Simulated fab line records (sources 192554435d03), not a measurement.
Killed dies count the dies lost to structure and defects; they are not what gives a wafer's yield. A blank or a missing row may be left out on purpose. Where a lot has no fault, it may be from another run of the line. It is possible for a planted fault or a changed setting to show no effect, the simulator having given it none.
Which of the tools did it?    flow n5_finfet    30 wafers sampled from 11 lots at 1 step of a route of 1938

WHAT THE GAUGES SHOWED, per wafer
N5_BEOL_M12_INSPECT_12: inspects for defects (macro).
lot   measured      on                 raw_defect_count
L949  day 12 08:55  defect_inspect-01  4 3 1
L950  day 12 10:34  defect_inspect-01  4 0 2
L953  day 12 19:09  defect_inspect-02  1 2 2
L956  day 12 20:21  defect_inspect-02  3 1 1
L957  day 14 08:08  defect_inspect-01  1 0 1
L958  day 14 17:40  defect_inspect-02  3 2 1
L959  day 15 02:05  defect_inspect-02  2 2
L962  day 15 09:49  defect_inspect-01  4 4
L966  day 16 04:50  defect_inspect-01  1 1
L967  day 16 08:37  defect_inspect-01  1 5 1
L968  day 16 15:29  defect_inspect-01  3 1 2

EACH LOT AND THE TOOL THAT RAN IT (in order: tool; ch and the chambers of the sampled wafers; start)
The record holds no process step before these readings.

WHAT THE TOOLS THEMSELVES READ (means of the sampled wafers that have a number; where no wafer has one, the mark that the record gives instead)
The record holds no such reading with a usual standard deviation.

THE ANSWER, worked out from the rows above alone
Rule: the lots themselves supply what counts as usual. Put in order of their means at a reading, lots are off if they are a third of the lots or fewer, leave a main group of 4 or more, and stand apart from it by a gap of 3 or more times the standard deviation of the main group's means; of several such gaps the widest counts. The tables above print the reading to a certain number of digits; a main group whose means all agree to those digits is not used. Also off: a lot with no number at a reading for which 4 or more lots have one. Where the step has rows for the other lots, those lots are counted as sound. After the gauges, taken in route order, come the tools' own readings; for these a lot's mean is taken, as printed above. At the first step where some lot is off, the reading lying furthest off is the one used; lots without a number count as furthest.
No lot is off on any of the readings shown, so nothing can be concluded from this.

WHAT HAD BEEN PUT IN BY THE SIMULATOR
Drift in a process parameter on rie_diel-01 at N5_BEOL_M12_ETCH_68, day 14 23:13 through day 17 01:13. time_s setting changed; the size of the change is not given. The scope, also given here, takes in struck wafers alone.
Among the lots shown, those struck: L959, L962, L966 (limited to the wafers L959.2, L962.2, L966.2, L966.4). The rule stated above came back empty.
